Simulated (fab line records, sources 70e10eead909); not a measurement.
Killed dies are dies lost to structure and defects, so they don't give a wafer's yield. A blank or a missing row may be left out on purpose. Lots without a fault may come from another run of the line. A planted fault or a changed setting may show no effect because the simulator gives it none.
fab line records | flow nand_harc
record lots=12 wafers=36 last_day=33
route steps=1302 shown P_M0@270 P_M1@290 END@1302
lots that met no fault: from a run of the same line without faults
start_h: hours from the record's first day to the start of the lot's first wafer shown | wait_h: hours since the lot's step before | " the same as in the row above | L1.1+2: a row that stands for several wafers | - no value, or no start given | * or withheld: withheld | < > ~ a bound
route shown NAME@n: a module of which the file shows steps, and the number in the route of the first | usual: mean/standard deviation of fault-free wafers | same: alike in all rows | chamber/n: place in a boat | sites: the reading at each site | _std_site: their standard deviation | _edge_site: outer sites' mean less inner sites' | radius_mm: how far each site lies from the wafer's centre | mask NAME#n: copy n | behind: the tool/chamber that last shaped the wafer | hold: why the lot was held/for how many hours/how that ended | device: the transistor (n, p or np) that didn't switch | end of line: the same wafers' tests at the end of the route | a step without rows: its recipe alone | killed: dies lost to structure and defects at the first sort, not the wafer's yield | map: a wafer's dies, x killed, . not, _ none there
set.NAME: the setting as run; set.NAME@STEP: as run at that earlier step | model.NAME: the simulator's own value behind a step, which no gauge read
steps of the route over a sample of lots; a table a step, a row a wafer
services: from which hour (start_h, from the record's first day; less than 0 if before it) a tool's chamber was out of use, for how many hours, and why
## steps
# step NHARC_P_M0_STRIP_18
# recipe power_w=1000 n2_flow_sccm=150 h2_flow_sccm=150 ar_flow_sccm=0 bias_w=0 chemistry=N2/H2
# usual drypump_motor_current_A=5.6/0.49 oes_product_au=1.000/0.01 rf_vpp_V=90.9/1 showerhead_plenum_p_Torr=2.08/0.091 throttle_valve_pct=14.173/0.0094
# columns lot.wafer tool chamber start_h wait_h drypump_motor_current_A oes_product_au rf_hours_counter_h rf_vpp_V showerhead_plenum_p_Torr throttle_valve_pct
L105.4 rie_diel-08 0 120.17 0.1 6.8 1.001 15 91.5 2.12 14.178
L105.3 " 3 " " 5.4 1.013 19 90.7 1.96 14.180
L105.5 " 0 " " 6.8 0.994 - 91.1 2.12 14.168
L107.2 rie_diel-08 1 139.07 0.1 5.7 0.993 18 93.1 2.09 14.181
L107.6 " 0 " " 6.8 0.999 - 91.1 2.12 14.167
L107.5 " 1 " " 5.8 0.997 - 91.7 2.09 14.169
L108.1 rie_diel-07 1 154.96 0.1 5.9 1.024 8 92.3 2.22 14.173
L108.4 " 0 " " 5.2 1.001 9 91.1 2.13 14.166
L108.5 " 1 " " 5.8 1.013 - 90.3 2.22 14.169
L111.3 rie_diel-08 1 179.17 0.1 5.8 1.002 25 91.4 2.09 14.174
L111.4 " 3 " " 5.4 1.009 29 88.6 1.95 14.179
L111.6 " 2 " " 5.4 0.995 - 89.5 1.98 14.169
L110.4 rie_diel-08 0 179.99 0.1 6.8 1.010 25 91.0 2.12 14.166
L110.5 " 2 " " 5.4 0.999 - 89.8 1.98 14.174
L110.6 " 3 " " 5.4 1.006 - 90.7 1.95 14.160
L113.2 rie_diel-07 0 201.01 0.1 5.2 1.012 27 90.1 2.13 14.174
L113.1 " 1 " " 5.9 1.008 25 91.8 2.21 14.182
L113.3 " 2 " " 5.2 1.006 26 91.1 1.98 14.181
L117.1 rie_diel-07 0 240.10 0.1 5.2 1.002 38 91.5 2.12 14.167
L117.4 " 2 " " 5.1 0.996 34 89.3 1.98 14.169
L117.6 " 0 " " 5.2 1.004 - 91.3 2.12 14.184
L121.3 rie_diel-08 0 285.05 0.1 6.8 0.999 18 91.7 2.11 14.180
L121.4 " 3 " " 5.3 1.012 16 89.1 1.95 14.179
L121.5 " 0 " " 6.8 1.012 - 90.9 2.11 14.184
L123.3 rie_diel-08 1 310.80 0.1 5.7 0.989 23 91.2 2.08 14.181
L123.2 " 2 " " 5.4 0.998 21 91.5 1.97 14.167
L123.1 " 3 " " 5.3 1.002 20 90.7 1.95 14.171
L125.3 rie_diel-07 0 316.26 0.2 5.2 1.011 3 91.2 2.12 14.173
L125.5 " 1 " " 5.9 1.000 - 92.0 2.20 14.160
L125.6 " 2 " " 5.1 0.999 - 88.3 1.97 14.167
L126.4 rie_diel-07 3 328.76 0.1 5.4 0.983 7 91.8 2.19 14.184
L126.2 " 1 " " 5.9 0.994 7 90.7 2.20 14.179
L126.6 " 3 " " 5.4 0.984 - 91.3 2.19 14.197
L128.1 rie_diel-08 1 344.99 0.1 5.8 0.996 26 91.0 2.08 14.181
L128.2 " 2 " " 5.4 1.011 26 89.8 1.97 14.167
L128.6 " 2 " " 5.4 1.006 - 89.7 1.97 14.164
# step NHARC_P_M1_SOFTBAKE_04
# recipe temp_c=105 time_s=55
# usual heater_power_total_W=188.45/0.12
# columns lot.wafer tool chamber start_h wait_h heater_power_total_W
L105.3 litho_track-06 0 123 - 188.49
L105.4 " 0 " " 188.61
L105.5 " 0 " " 188.43
L107.2 litho_track-06 0 142 - 188.51
L107.5 " 0 " " 188.46
L107.6 " 0 " " 188.46
L108.1 litho_track-04 0 158 - 188.39
L108.4 " 0 " " 188.32
L108.5 " 0 " " 188.70
L111.3 litho_track-04 0 182 - 188.28
L111.4 " 0 " " 188.33
L111.6 " 0 " " 188.69
L110.4 litho_track-04 0 183 - 188.37
L110.5 " 0 " " 188.41
L110.6 " 0 " " 188.42
L113.1 litho_track-01 0 204 - 188.36
L113.2 " 0 " " 188.52
L113.3 " 0 " " 188.30
L117.1 litho_track-01 0 243 - 188.48
L117.4 " 0 " " 188.39
L117.6 " 0 " " 188.32
L121.3 litho_track-01 0 288 - 188.34
L121.4 " 0 " " 188.46
L121.5 " 0 " " 188.30
L123.1 litho_track-01 0 313 - 192.42
L123.2 " 0 " " 192.19
L123.3 " 0 " " 192.38
L125.3 litho_track-01 0 319 - 192.50
L125.5 " 0 " " 192.27
L125.6 " 0 " " 192.30
L126.2 litho_track-04 0 331 - 188.40
L126.4 " 0 " " 188.36
L126.6 " 0 " " 188.50
L128.1 litho_track-04 0 348 - 188.36
L128.2 " 0 " " 188.37
L128.6 " 0 " " 188.47
# step NHARC_P_M1_CD_MEAS_09
# recipe target_cd_nm=130 landing_energy_ev=500
# usual cd_nm=130.0/0.59
# same landing_energy_ev=500
# columns lot.wafer tool chamber start_h wait_h cd_nm
L105.3 cd_sem-02 0 123.67 - 130.3
L105.4 " 0 " " 131.1
L105.5 " 0 " " 130.5
L107.2 cd_sem-03 0 142.53 - 129.4
L107.5 " 0 " " 129.3
L107.6 " 0 " " 129.1
L108.1 cd_sem-02 0 158.32 - 131.1
L108.4 " 0 " " 129.9
L108.5 " 0 " " 131.0
L111.3 cd_sem-03 0 182.55 - 129.9
L111.4 " 0 " " 130.5
L111.6 " 0 " " 129.5
L110.4 cd_sem-02 0 183.46 - 130.0
L110.5 " 0 " " 130.3
L110.6 " 0 " " 130.2
L113.1 cd_sem-02 0 204.44 - 130.2
L113.2 " 0 " " 130.0
L113.3 " 0 " " 130.2
L117.1 cd_sem-02 0 243.49 - 129.9
L117.4 " 0 " " 129.9
L117.6 " 0 " " 130.6
L121.3 cd_sem-03 0 288.41 - 130.2
L121.4 " 0 " " 129.6
L121.5 " 0 " " 130.4
L123.1 cd_sem-01 0 314.27 - 129.8
L123.2 " 0 " " 129.7
L123.3 " 0 " " 129.9
L125.3 cd_sem-03 0 319.69 - 129.3
L125.5 " 0 " " 128.3
L125.6 " 0 " " 129.2
L126.2 cd_sem-02 0 332.25 - 129.4
L126.4 " 0 " " 131.2
L126.6 " 0 " " 130.4
L128.1 cd_sem-01 0 348.49 - 129.6
L128.2 " 0 " " 129.6
L128.6 " 0 " " 130.5
# step NHARC_P_M1_DESCUM_14
# recipe time_s=3 o2_flow_sccm=200 ar_flow_sccm=0 bias_power_w=0 chemistry=O2
# usual drypump_motor_current_A=5.64/0.3 oes_product_au=1.002/0.011 rf_vpp_V=57.6/0.95 showerhead_plenum_p_Torr=1.90/0.069 throttle_valve_pct=11.312/0.0089
# columns lot.wafer tool chamber start_h wait_h drypump_motor_current_A oes_product_au rf_hours_counter_h rf_vpp_V showerhead_plenum_p_Torr throttle_valve_pct
L105.4 rie_diel-09 3 123.86 0.1 5.85 0.991 8 59.3 1.99 11.309
L105.3 " 1 " " 5.57 1.002 8 56.9 1.79 11.315
L105.5 " 2 " " 6.01 0.983 - 58.4 1.92 11.309
L107.2 rie_diel-09 1 142.72 0.1 5.57 1.021 11 58.0 1.79 11.314
L107.6 " 0 " " 5.39 1.011 - 58.0 1.96 11.304
L107.5 " 1 " " 5.58 1.003 - 56.8 1.79 11.299
L108.1 rie_diel-01 2 158.51 0.1 5.69 1.017 44 58.4 1.94 11.321
L108.4 " 3 " " 6.29 1.013 42 58.0 1.94 11.306
L108.5 " 3 " " 6.29 1.010 - 59.0 1.94 11.306
L111.3 rie_diel-09 3 182.73 0.1 5.87 1.010 2 58.9 1.98 11.307
L111.4 " 1 " " 5.57 1.023 2 55.7 1.78 11.321
L111.6 " 3 " " 5.88 1.003 - 56.7 1.98 11.322
L110.4 rie_diel-09 0 183.64 0.1 5.41 1.003 2 58.6 1.96 11.317
L110.6 " 3 " " 5.88 1.009 - 58.1 1.98 11.314
L110.5 " 0 " " 5.39 1.015 - 59.1 1.96 11.311
L113.1 rie_diel-10 1 204.63 0.1 5.09 1.021 12 58.8 1.83 11.305
L113.3 " 2 " " 5.57 1.004 12 57.0 1.89 11.321
L113.2 " 0 " " 5.27 0.997 12 59.5 1.97 11.305
L117.4 rie_diel-09 1 243.69 0.1 5.55 1.018 5 57.5 1.78 11.313
L117.1 " 3 " " 5.88 0.999 6 58.6 1.98 11.300
L117.6 " 0 " " 5.40 1.008 - 57.0 1.96 11.311
L121.3 rie_diel-09 3 288.61 0.1 5.86 1.011 8 58.2 1.98 11.303
L121.4 " 0 " " 5.36 1.010 7 56.7 1.95 11.313
L121.5 " 1 " " 5.56 1.016 - 57.0 1.78 11.310
L123.2 rie_diel-09 3 314.46 0.1 5.88 1.021 9 59.3 1.98 11.320
L123.1 " 0 " " 5.39 1.013 9 56.4 1.95 11.309
L123.3 " 1 " " 5.57 1.007 8 57.1 1.78 11.313
L125.3 rie_diel-09 0 319.87 0.1 5.41 1.003 9 58.6 1.95 11.316
L125.5 " 0 " " 5.39 1.003 - 58.7 1.95 11.319
L125.6 " 1 " " 5.57 1.009 - 57.7 1.78 11.308
L126.2 rie_diel-01 3 332.45 0.1 6.29 1.006 34 57.4 1.92 11.324
L126.4 " 0 " " 5.72 1.021 36 58.0 1.86 11.308
L126.6 " 2 " " 5.69 1.001 - 59.4 1.92 11.309
L128.1 rie_diel-10 3 348.68 0.1 5.76 0.999 7 56.5 1.86 11.320
L128.2 " 1 " " 5.09 0.996 9 57.2 1.83 11.293
L128.6 " 2 " " 5.56 0.993 - 57.1 1.88 11.322
# step NHARC_END_SORT_01
# recipe temp_c=25
# usual defect_limited_yield=91/3.1 killed_at_array=57/20 killed_at_other=1.0/1.5 killed_at_periphery=3.5/2.5 killed_dies=62/21 killed_open=3.5/1.9 killed_short=2.4/1.6
# same gross_dies=677
# columns lot.wafer tool chamber start_h wait_h defect_limited_yield[%] killed_at_array killed_at_other killed_at_periphery killed_dies killed_open killed_short
L105.3 prober-02 0 562.46 3.1 93 46 0 3 49 2 1
L105.4 prober-02 0 563.27 3.4 94 42 0 2 44 2 4
L105.5 prober-02 0 564.08 3.7 92 50 0 3 53 1 2
L107.2 prober-01 0 576.29 2.9 96 27 0 1 28 4 3
L107.5 prober-01 0 578.73 3.8 96 26 0 3 29 4 3
L107.6 prober-01 0 579.54 4.1 98 15 0 1 16 5 0
L108.1 prober-02 0 590.24 2.5 88 73 2 7 82 4 2
L108.4 prober-02 0 592.65 3.4 88 78 0 5 83 2 2
L108.5 prober-02 0 593.45 3.7 88 74 1 3 78 3 4
L110.4 prober-02 0 628.98 3.4 88 71 1 6 78 2 1
L110.5 prober-02 0 629.76 3.7 91 61 0 3 64 3 3
L110.6 prober-02 0 630.55 3.9 88 71 1 7 79 3 2
L111.3 prober-01 0 639.39 3.1 86 82 7 7 96 3 2
L111.4 prober-01 0 640.19 3.4 87 73 5 7 85 3 4
L111.6 prober-01 0 641.79 4.0 87 83 4 4 91 5 2
L113.1 prober-01 0 645.57 2.5 89 73 0 3 76 4 1
L113.2 prober-01 0 646.37 2.8 87 87 0 2 89 2 4
L113.3 prober-01 0 647.18 3.1 88 72 5 2 79 5 0
L117.1 prober-01 0 680.01 2.5 97 19 2 2 23 4 4
L117.4 prober-01 0 682.40 3.4 97 19 0 4 23 5 4
L117.6 prober-01 0 683.99 4.0 97 14 1 3 18 4 1
L121.3 prober-01 0 710.27 3.1 95 33 0 2 35 4 3
L121.4 prober-01 0 711.08 3.4 95 35 0 1 36 2 2
L121.5 prober-01 0 711.89 3.7 94 40 1 2 43 2 1
L123.1 prober-01 0 764.94 2.5 90 69 0 0 69 2 1
L123.2 prober-01 0 765.75 2.8 89 75 1 1 77 6 2
L123.3 prober-01 0 766.56 3.1 90 61 0 5 66 4 4
L125.3 prober-02 0 766.60 3.1 92 52 0 3 55 4 4
L125.5 prober-02 0 768.21 3.7 92 53 0 3 56 2 6
L125.6 prober-02 0 769.01 4.0 90 64 0 5 69 5 2
L126.2 prober-02 0 780.18 2.8 93 36 1 10 47 1 3
L126.4 prober-02 0 781.80 3.4 95 25 0 12 37 3 1
L126.6 prober-02 0 783.42 4.1 94 32 0 10 42 6 4
L128.1 prober-02 0 793.51 2.5 88 73 0 5 78 9 1
L128.2 prober-02 0 794.32 2.8 89 71 0 1 72 3 0
L128.6 prober-02 0 797.53 4.0 90 69 0 0 69 3 1
# killed by level:class
L105.3 A_CHANNEL_HOLE_D2:chamber_film_flake=35 A_SGD_CUT:chamber_film_flake=3 A_CHANNEL_HOLE_D1:chamber_film_flake=2 A_STAIRCASE:chamber_film_flake=2 P_GATE:geometric_particle:open=1 A_CHANNEL_FILL_D1:geometric_particle:short=1 A_M0:geometric_particle:open=1 P_ZERO_WELL:chamber_film_flake=1
L105.4 A_CHANNEL_HOLE_D2:chamber_film_flake=27 A_STAIRCASE:chamber_film_flake=4 A_CONTACT:chamber_film_flake=2 P_CONTACT:geometric_particle:short=1 A_CHANNEL_FILL_D2:geometric_particle:short=1 A_SGD_CUT:geometric_particle:open=1 A_WL_FILL:geometric_particle:open=1 A_M0:geometric_particle:short=1
L105.5 A_CHANNEL_HOLE_D2:chamber_film_flake=35 A_CHANNEL_HOLE_D1:chamber_film_flake=3 A_BLC:chamber_film_flake=3 A_DECK1_JOINT:chamber_film_flake=2 A_SGD_CUT:chamber_film_flake=2 A_CONTACT:chamber_film_flake=2 P_M0:geometric_particle:open=1 A_ONON_D2:geometric_particle:short=1
L107.2 A_CHANNEL_HOLE_D2:chamber_film_flake=8 A_CHANNEL_HOLE_D1:chamber_film_flake=4 A_STAIRCASE:chamber_film_flake=3 A_BLC:geometric_particle:open=2 A_SGD_CUT:chamber_film_flake=2 A_CONTACT:chamber_film_flake=2 A_DECK1_JOINT:geometric_particle:short=1 A_ONON_D2:geometric_particle:short=1
L107.5 A_CHANNEL_HOLE_D2:chamber_film_flake=9 A_STAIRCASE:chamber_film_flake=3 P_ZERO_WELL:chamber_film_flake=2 A_CHANNEL_HOLE_D1:chamber_film_flake=2 A_SGD_CUT:chamber_film_flake=2 A_CONTACT:chamber_film_flake=2 P_M1:geometric_particle:open=1 A_ONON_D1:geometric_particle:short=1
L107.6 A_CHANNEL_HOLE_D2:chamber_film_flake=5 A_CONTACT:chamber_film_flake=3 A_M0:geometric_particle:open=2 P_M1:geometric_particle:open=1 A_ONON_D1:geometric_particle:open=1 A_ONON_D2:geometric_particle:open=1 A_ZERO_WELL:chamber_film_flake=1 A_STAIRCASE:chamber_film_flake=1
L108.1 A_CHANNEL_HOLE_D2:chamber_film_flake=25 A_SLIT:chamber_film_flake=23 A_CONTACT:chamber_film_flake=8 P_CONTACT:chamber_film_flake=5 A_STAIRCASE:chamber_film_flake=4 A_CHANNEL_HOLE_D1:chamber_film_flake=2 A_CHANNEL_FILL_D1:chamber_film_flake=2 A_CHANNEL_FILL_D2:chamber_film_flake=2
L108.4 A_CHANNEL_HOLE_D2:chamber_film_flake=32 A_SLIT:chamber_film_flake=26 A_STAIRCASE:chamber_film_flake=9 P_CONTACT:chamber_film_flake=3 A_CHANNEL_FILL_D1:geometric_particle:short=2 A_CHANNEL_HOLE_D1:chamber_film_flake=2 A_CHANNEL_FILL_D2:chamber_film_flake=2 A_CHANNEL_FILL_D1:geometric_particle:open=1
L108.5 A_CHANNEL_HOLE_D2:chamber_film_flake=28 A_SLIT:chamber_film_flake=24 A_STAIRCASE:chamber_film_flake=6 P_CONTACT:chamber_film_flake=3 A_CHANNEL_HOLE_D1:chamber_film_flake=3 A_CONTACT:chamber_film_flake=3 A_CHANNEL_FILL_D1:chamber_film_flake=2 A_CHANNEL_FILL_D1:geometric_particle:short=1
L110.4 A_CHANNEL_HOLE_D2:chamber_film_flake=33 A_SLIT:chamber_film_flake=29 P_ZERO_WELL:chamber_film_flake=3 A_CONTACT:chamber_film_flake=3 P_GATE:chamber_film_flake=2 A_CHANNEL_HOLE_D1:chamber_film_flake=2 A_SOURCE_PLATE:geometric_particle:open=1 A_SOURCE_PLATE:geometric_particle:short=1
L110.5 A_SLIT:chamber_film_flake=26 A_CHANNEL_HOLE_D2:chamber_film_flake=25 P_CONTACT:chamber_film_flake=2 A_CHANNEL_HOLE_D1:chamber_film_flake=2 A_ONON_D1:geometric_particle:open=1 A_CHANNEL_FILL_D1:geometric_particle:open=1 A_CHANNEL_FILL_D1:geometric_particle:short=1 A_CHANNEL_FILL_D2:geometric_particle:open=1
L110.6 A_CHANNEL_HOLE_D2:chamber_film_flake=32 A_SLIT:chamber_film_flake=28 P_STI:chamber_film_flake=3 A_CONTACT:chamber_film_flake=3 A_CHANNEL_HOLE_D1:chamber_film_flake=2 A_DECK1_JOINT:chamber_film_flake=2 P_GATE:geometric_particle:open=1 A_ONON_D2:geometric_particle:open=1
L111.3 A_CHANNEL_HOLE_D1:chamber_film_flake=30 A_SLIT:chamber_film_flake=26 A_CHANNEL_HOLE_D2:chamber_film_flake=8 A_CONTACT:chamber_film_flake=7 THIN_TSV:chamber_film_flake=6 P_CONTACT:chamber_film_flake=5 A_M0:chamber_film_flake=3 P_ZERO_WELL:chamber_film_flake=2
L111.4 A_CHANNEL_HOLE_D1:chamber_film_flake=32 A_SLIT:chamber_film_flake=21 P_CONTACT:chamber_film_flake=6 A_CHANNEL_HOLE_D2:chamber_film_flake=5 A_CONTACT:chamber_film_flake=4 THIN_TSV:chamber_film_flake=3 A_WL_FILL:chamber_film_flake=2 A_M0:chamber_film_flake=2
L111.6 A_SLIT:chamber_film_flake=31 A_CHANNEL_HOLE_D1:chamber_film_flake=29 A_CHANNEL_HOLE_D2:chamber_film_flake=6 A_CONTACT:chamber_film_flake=6 THIN_TSV:chamber_film_flake=3 P_CONTACT:chamber_film_flake=2 A_WL_FILL:chamber_film_flake=2 A_M0:chamber_film_flake=2
L113.1 A_SLIT:chamber_film_flake=29 A_CHANNEL_HOLE_D2:chamber_film_flake=28 A_CHANNEL_HOLE_D1:chamber_film_flake=4 A_SGD_CUT:chamber_film_flake=3 A_WL_FILL:chamber_film_flake=3 A_CONTACT:chamber_film_flake=3 P_GATE:geometric_particle:open=1 P_CONTACT:geometric_particle:open=1
L113.2 A_CHANNEL_HOLE_D2:chamber_film_flake=35 A_SLIT:chamber_film_flake=32 A_STAIRCASE:chamber_film_flake=4 A_CHANNEL_HOLE_D1:chamber_film_flake=3 A_CONTACT:chamber_film_flake=3 A_CHANNEL_FILL_D1:geometric_particle:short=2 A_WL_FILL:chamber_film_flake=2 P_M0:geometric_particle:open=1
L113.3 A_SLIT:chamber_film_flake=32 A_CHANNEL_HOLE_D2:chamber_film_flake=26 A_CHANNEL_HOLE_D1:chamber_film_flake=10 THIN_TSV:chamber_film_flake=3 A_M0:geometric_particle:open=2 HYBRID_BOND:chamber_film_flake=2 P_M0:geometric_particle:open=1 A_ONON_D1:geometric_particle:open=1
L117.1 A_CHANNEL_HOLE_D1:chamber_film_flake=6 A_STAIRCASE:chamber_film_flake=3 A_ONON_D2:geometric_particle:open=2 A_WL_FILL:geometric_particle:short=2 THIN_TSV:chamber_film_flake=2 P_M0:geometric_particle:short=1 A_DECK1_JOINT:geometric_particle:short=1 A_SGD_CUT:geometric_particle:open=1
L117.4 A_CHANNEL_HOLE_D1:chamber_film_flake=4 A_CONTACT:chamber_film_flake=4 A_SLIT:chamber_film_flake=3 P_GATE:geometric_particle:open=2 P_CONTACT:geometric_particle:short=2 A_DECK1_JOINT:geometric_particle:open=2 A_WL_FILL:chamber_film_flake=2 A_CHANNEL_FILL_D1:geometric_particle:short=1
L117.6 A_CHANNEL_HOLE_D1:chamber_film_flake=4 P_M0:geometric_particle:open=3 A_STAIRCASE:chamber_film_flake=3 A_SLIT:chamber_film_flake=2 A_CONTACT:chamber_film_flake=2 A_ONON_D1:geometric_particle:short=1 A_M0:geometric_particle:open=1 A_WL_FILL:chamber_film_flake=1
L121.3 A_CHANNEL_HOLE_D1:chamber_film_flake=13 A_CONTACT:chamber_film_flake=5 A_STAIRCASE:chamber_film_flake=3 A_ONON_D2:geometric_particle:short=2 A_CHANNEL_HOLE_D2:chamber_film_flake=2 A_SLIT:chamber_film_flake=2 P_CONTACT:geometric_particle:open=1 A_CHANNEL_FILL_D1:geometric_particle:short=1
L121.4 A_CONTACT:chamber_film_flake=10 A_CHANNEL_HOLE_D1:chamber_film_flake=9 A_CHANNEL_HOLE_D2:chamber_film_flake=4 A_SLIT:chamber_film_flake=4 A_STAIRCASE:chamber_film_flake=3 P_CONTACT:geometric_particle:open=1 A_CHANNEL_HOLE_D1:geometric_particle:open=1 A_ONON_D2:geometric_particle:short=1
L121.5 A_CONTACT:chamber_film_flake=16 A_CHANNEL_HOLE_D1:chamber_film_flake=11 A_STAIRCASE:chamber_film_flake=3 A_SLIT:chamber_film_flake=3 A_BONDPAD:chamber_film_flake=2 P_M0:geometric_particle:open=1 A_ONON_D1:geometric_particle:short=1 A_M0:geometric_particle:open=1
L123.1 A_CHANNEL_HOLE_D2:chamber_film_flake=29 A_CHANNEL_HOLE_D1:chamber_film_flake=14 A_STAIRCASE:chamber_film_flake=9 A_SLIT:chamber_film_flake=6 A_CONTACT:chamber_film_flake=3 A_ZERO_WELL:chamber_film_flake=2 A_CHANNEL_FILL_D1:geometric_particle:open=1 A_CHANNEL_FILL_D2:geometric_particle:open=1
L123.2 A_CHANNEL_HOLE_D2:chamber_film_flake=30 A_CHANNEL_HOLE_D1:chamber_film_flake=14 A_STAIRCASE:chamber_film_flake=11 A_SLIT:chamber_film_flake=6 A_CONTACT:chamber_film_flake=5 A_ONON_D1:geometric_particle:open=3 P_M0:geometric_particle:open=1 A_CHANNEL_FILL_D1:geometric_particle:short=1
L123.3 A_CHANNEL_HOLE_D2:chamber_film_flake=23 A_STAIRCASE:chamber_film_flake=10 A_SLIT:chamber_film_flake=9 A_CHANNEL_HOLE_D1:chamber_film_flake=5 P_GATE:chamber_film_flake=4 A_ZERO_WELL:chamber_film_flake=3 A_CONTACT:chamber_film_flake=3 A_CHANNEL_FILL_D2:geometric_particle:short=2
L125.3 A_CHANNEL_HOLE_D2:chamber_film_flake=24 A_CHANNEL_HOLE_D1:chamber_film_flake=9 A_CONTACT:chamber_film_flake=6 A_SLIT:chamber_film_flake=4 P_CONTACT:geometric_particle:open=1 A_CHANNEL_HOLE_D1:geometric_particle:short=1 A_DECK1_JOINT:geometric_particle:open=1 A_DECK1_JOINT:geometric_particle:short=1
L125.5 A_CHANNEL_HOLE_D2:chamber_film_flake=28 A_SLIT:chamber_film_flake=6 A_CHANNEL_HOLE_D1:chamber_film_flake=5 A_CONTACT:chamber_film_flake=5 A_ONON_D1:geometric_particle:short=2 A_CHANNEL_HOLE_D1:geometric_particle:short=2 P_M2:chamber_film_flake=2 A_CHANNEL_FILL_D1:geometric_particle:short=1
L125.6 A_CHANNEL_HOLE_D2:chamber_film_flake=29 A_CHANNEL_HOLE_D1:chamber_film_flake=13 A_SLIT:chamber_film_flake=7 P_ZERO_WELL:chamber_film_flake=3 A_STAIRCASE:chamber_film_flake=3 A_CONTACT:chamber_film_flake=3 P_M0:geometric_particle:open=1 A_ONON_D1:geometric_particle:open=1
L126.2 A_CONTACT:chamber_film_flake=20 A_SLIT:chamber_film_flake=7 P_STI:chamber_film_flake=3 P_CONTACT:chamber_film_flake=3 P_M1:chamber_film_flake=2 A_ONON_D2:geometric_particle:short=1 A_WL_FILL:geometric_particle:short=1 A_CONTACT:geometric_particle:short=1
L126.4 A_CONTACT:chamber_film_flake=11 P_STI:chamber_film_flake=6 A_SLIT:chamber_film_flake=6 A_STAIRCASE:chamber_film_flake=4 P_ZERO_WELL:chamber_film_flake=2 A_CHANNEL_HOLE_D1:unspecified=2 P_STI:geometric_particle:open=1 P_GATE:geometric_particle:open=1
L126.6 A_SLIT:chamber_film_flake=7 A_CONTACT:chamber_film_flake=7 A_STAIRCASE:chamber_film_flake=4 P_STI:chamber_film_flake=3 A_CHANNEL_HOLE_D1:unspecified=3 A_ONON_D2:geometric_particle:open=2 A_M0:geometric_particle:open=2 P_CONTACT:chamber_film_flake=2
L128.1 A_CHANNEL_HOLE_D2:chamber_film_flake=27 A_CHANNEL_HOLE_D1:chamber_film_flake=13 A_CONTACT:chamber_film_flake=10 A_SLIT:chamber_film_flake=8 A_M1:chamber_film_flake=3 P_CONTACT:geometric_particle:open=2 P_STI:chamber_film_flake=2 A_STAIRCASE:chamber_film_flake=2
L128.2 A_CHANNEL_HOLE_D2:chamber_film_flake=21 A_CHANNEL_HOLE_D1:chamber_film_flake=14 A_CONTACT:chamber_film_flake=14 A_SLIT:chamber_film_flake=11 A_WL_FILL:chamber_film_flake=4 A_STAIRCASE:chamber_film_flake=2 A_M1:chamber_film_flake=2 A_CHANNEL_FILL_D1:geometric_particle:open=1
L128.6 A_CHANNEL_HOLE_D2:chamber_film_flake=26 A_CHANNEL_HOLE_D1:chamber_film_flake=15 A_SLIT:chamber_film_flake=9 A_CONTACT:chamber_film_flake=8 A_STAIRCASE:chamber_film_flake=3 A_CHANNEL_FILL_D1:geometric_particle:open=2 A_CHANNEL_FILL_D1:geometric_particle:short=1 A_M0:geometric_particle:open=1
## services
# columns tool chamber start_h hours kind
rie_diel-10 0 111.72 4.1 repair
rie_diel-07 - 117.20 9.0 pm
rie_diel-10 2 118.51 4.3 repair
rie_diel-09 3 134.55 3.3 repair
rie_diel-09 - 143.10 9.0 pm
litho_track-01 - 155.00 7.0 pm
rie_diel-07 0 155.63 4.6 repair
litho_track-06 - 179.00 7.0 pm
rie_diel-08 - 190.80 9.0 pm
rie_diel-07 3 199.17 1.5 repair
litho_track-04 - 203.00 7.0 pm
rie_diel-01 - 203.80 9.0 pm
rie_diel-08 3 229.06 4.1 repair
rie_diel-10 - 242.50 9.0 pm
rie_diel-10 - 262.75 0.5 repair
rie_diel-01 1 268.42 3.1 repair
rie_diel-07 1 291.02 2.6 repair
rie_diel-07 - 294.20 9.0 pm
rie_diel-01 2 297.34 2.8 repair
rie_diel-10 3 313.89 4.2 repair
rie_diel-08 1 320.05 12.0 repair
rie_diel-09 - 320.10 9.0 pm
rie_diel-08 0 323.71 1.2 repair
litho_track-01 - 330.00 7.0 pm
## key
first_sign step=NHARC_P_M1_SOFTBAKE_04 reading=heater_power_total_W direction=up sigmas=32 usual=* struck=*
effect none on later readings
met_at NHARC_P_M1_SOFTBAKE_04
struck_lots L123,L125
not_acting_at NHARC_P_M0_STRIP_18,NHARC_P_M1_CD_MEAS_09,NHARC_P_M1_DESCUM_14
onset_between 288 313
fault kind=process_parameter_drift tool=litho_track-01 chamber=- onset_h=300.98 steps=NHARC_P_M1_SOFTBAKE_04 channel=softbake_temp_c offset=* shape=step end_h=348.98 acts_in=* stated=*
